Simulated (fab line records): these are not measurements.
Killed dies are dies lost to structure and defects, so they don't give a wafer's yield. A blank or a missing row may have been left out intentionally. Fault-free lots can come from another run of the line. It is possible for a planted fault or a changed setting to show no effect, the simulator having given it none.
A struck lot beside a sound one | flow n5_finfet | 38 out of 1938 route steps
Sound: wafers L336.1, L336.2, L336.3. Struck: wafer L327.1. (L327.6 of the same lot was not struck and is left out.) The cause comes at the end.
Each step with rows lists, per side, the tool, then ch with its chambers, then its first start. Under that, the readings that differ: sound wafers | struck wafers | difference of the means | sigmas: that difference in standard deviations of wafers without a fault.
alike: words and numbers the same on both sides, and readings whose means are apart by under 2 such deviations; not compared: readings that were withheld, readings missing a value for some wafer, numbers with overlapping values and no deviation given by the record, and bounds like >300 which may hide the same value.
Wherever a step has rows on one side only, a row that says differs or no value, or a row with sigmas, the two part there. Numbers that don't overlap but have no deviation are shown without sigmas and don't part them. A reading that every wafer of one side lacks parts them only if that side has two wafers or more.

first, 9 steps without rows for these wafers: N5_BEOL_M3_ANNEAL_95 (time 240 s); N5_BEOL_M3_SPUTTER_96 (material Cu, target thk 4.5 nm, time 8.29 s); N5_BEOL_M3_ECD_50 (material Cu, target thk 300 nm); N5_BEOL_M3_ANNEAL_51 (time 90 s); N5_BEOL_M3_CMP_52 (polishes, stops on SiOC, t overpolish 6.8 s, target thk 40 nm); N5_BEOL_M3_PRE_CLEAN_60 (time 15 s); N5_BEOL_M3_CO_CAP_55 (material Co, precursor CCTBA/H2, target thk 2 nm, time 102.1 s); N5_BEOL_M3_PRE_CLEAN_56 (time 15 s); N5_BEOL_M3_DEP_57 (deposits SiCN from 3MS/NH3, target thk 8 nm, time 14 s).
N5_BEOL_M4_ILD_DEP_00: deposits SiOC from DEMS/O2, target thk 79 nm, time 15.3 s.
  sound on pecvd-01 ch 0,1,2, day 13 19:47; struck on pecvd-03 ch 2, day 9 21:24
  reading                                      | sound          | struck | difference | sigmas
  model.SiOC_of_BEOL_M4_ILD_DEP_00.thk_nm (nm) | 80.4 78.6 80.8 | 126.4  | +46.5      |
  alike: chamber_pressure_Torr, heater_power_w, showerhead_plenum_p_Torr, throttle_valve_pct
N5_BEOL_M4_THK_MEAS_01:
  sound on film_metro-01, day 13 19:51; struck on film_metro-02, day 9 21:28
  reading         | sound          | struck | difference | sigmas
  M4_ILD_THK (nm) | 80.4 78.7 80.7 | 126.3  | +46.4      | +42
then, 24 steps without rows for these wafers: N5_BEOL_M4_PECVD_72 (deposits SiO2 from TEOS/O2, target thk 16 nm, time 18 s); N5_BEOL_M4_HM_DEP_02 (deposits TiN, target thk 20 nm); N5_BEOL_M4_COAT_61 (time 60 s, resist thk 60 nm); N5_BEOL_M4_COAT_62 (time 60 s, resist thk 12 nm); N5_BEOL_M4_COAT_73 (time 60 s, resist thk 5 nm); N5_BEOL_M4_COAT_05 (resist thk 30 nm); N5_BEOL_M4_EBR_07; N5_BEOL_M4_SOFTBAKE_06 (time 60 s); N5_BEOL_M4_EXPOSE_08 (exposes mask M4); N5_BEOL_M4_PEB_09 (peb time 60 s); N5_BEOL_M4_DEVELOP_10 (develop time 30 s); N5_BEOL_M4_DESCUM_16 (chemistry O2, time 7 s); N5_BEOL_M4_ETCH_74 (etches underlayer in N2/H2, target depth 6.5 nm, time 5.2 s); N5_BEOL_M4_ETCH_63 (etches SiARC in CF4, target depth 15.6 nm, time 26 s); N5_BEOL_M4_ETCH_64 (etches SOC in N2/H2, target depth 75 nm, overetch 22.5 nm, time 121.9 s); N5_BEOL_M4_STRIP_65 (strips in N2/H2); N5_BEOL_M4_STRIP_75 (strips in N2/H2); N5_BEOL_M4_STRIP_66 (strips in CF4); N5_BEOL_M4_HM_OPEN_17 (chemistry Cl2/BCl3, target TiN, target depth 20 nm, overetch 6 nm); N5_BEOL_M4_STRIP_19 (strips in O2); N5_BEOL_M4_COAT_67 (time 60 s, resist thk 60 nm); N5_BEOL_M4_COAT_68 (time 60 s, resist thk 12 nm); N5_BEOL_M4_COAT_76 (time 60 s, resist thk 5 nm); N5_BEOL_M4_COAT_22 (resist thk 30 nm).
N5_BEOL_M4_CMP_52: polishes, stops on SiOC, t overpolish 6.8 s, target thk 40 nm.
  sound on cmp-04 ch 0,1,3, day 14 03:41; struck on cmp-04 ch 3, day 10 11:29
  reading                                      | sound          | struck | difference | sigmas
  model.SiOC_of_BEOL_M4_ILD_DEP_00.thk_nm (nm) | 77.4 75.6 77.8 | 123.4  | +46.5      |
  alike: motor_current_A
N5_BEOL_M4_RC_MEAS_101:
  the record has rows for the sound wafers here (prober-01 ch 0, day 14 04:18) and none for the struck ones
-- the record jumps here: 4 days lie between the struck wafers' starts before and after (it left off in module BEOL_M4 and takes up again in module PASSIVATION, whose first step shown is number 1936 of the route) --
N5_PASSIVATION_PROBE_49:
  the record has rows for the struck wafers here (prober-01, day 14 23:19) and none for the sound ones

== WHERE THEY PART ==
Earliest at N5_BEOL_M4_THK_MEAS_01; latest, in this record, at N5_PASSIVATION_PROBE_49.

WHY: the cause the simulator had injected
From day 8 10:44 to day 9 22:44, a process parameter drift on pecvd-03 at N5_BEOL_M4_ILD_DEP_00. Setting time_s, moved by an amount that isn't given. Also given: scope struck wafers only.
